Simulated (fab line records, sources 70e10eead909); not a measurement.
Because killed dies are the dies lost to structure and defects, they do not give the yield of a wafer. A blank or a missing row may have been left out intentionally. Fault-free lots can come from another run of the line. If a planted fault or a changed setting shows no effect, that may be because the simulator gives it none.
Matching of chambers -- flow nand_harc -- rie_diel-01 running NHARC_P_M2_ETCH_35: 4 sister chambers
The step etches the open film in N2/H2, target depth 40 nm, overetch 12 nm, time 43.94 s. 8 wafers are shown with their chamber, then 12 later ones without.

## WAFERS, EACH WITH ITS CHAMBER
wafer,chamber,drypump_motor_current_A (A),oes_product_au (a.u.)
L087.5,1,6.3,1.004
L090.1,2,5.2,0.989
L090.6,0,5.1,1.016
L090.4,3,5.4,1.001
L090.5,2,5.2,0.978
L092.1,1,6.3,0.987
L092.5,0,5.1,1.015
L092.6,3,5.3,0.995

## WAFERS MISSING THEIR CHAMBER
wafer,drypump_motor_current_A (A),oes_product_au (a.u.)
L094.3,5.3,0.998
L094.4,5.1,1.011
L094.5,6.3,0.992
L095.1,6.3,0.994
L095.2,5.3,1.001
L095.5,6.3,0.999
L096.1,5.3,1.007
L096.2,5.1,1.018
L096.3,5.3,0.984
L097.2,5.2,0.977
L097.3,6.3,0.994
L097.6,5.2,0.986

## CHAMBER TAKEN BY EACH
wafer,from the rows above,in truth
L094.3,3,3
L094.4,0,0
L094.5,1,1
L095.1,1,1
L095.2,3,3
L095.5,1,1
L096.1,3,3
L096.2,0,0
L096.3,can't be placed: 3 or 2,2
L097.2,2,2
L097.3,1,1
L097.6,2,2
Correct placement for 11 of the 12. These rows do not allow placing 1 (true chamber among the candidates in 1). 0 placed wrongly.
How it was worked out, from the rows above alone: a wafer's distance from a chamber is the root of the sum, over the readings, of the square of ((its reading less the chamber's mean) divided by the reading's scatter). The wafer belongs to the nearest chamber; if the next one is less than 2 further off, it can't be placed. The mean given for a chamber averages the wafers shown for that chamber. How the scatter is found: for the shown wafers, subtract from each reading the mean of its chamber, square and add these, divide the total by (wafers less chambers), then take the root.
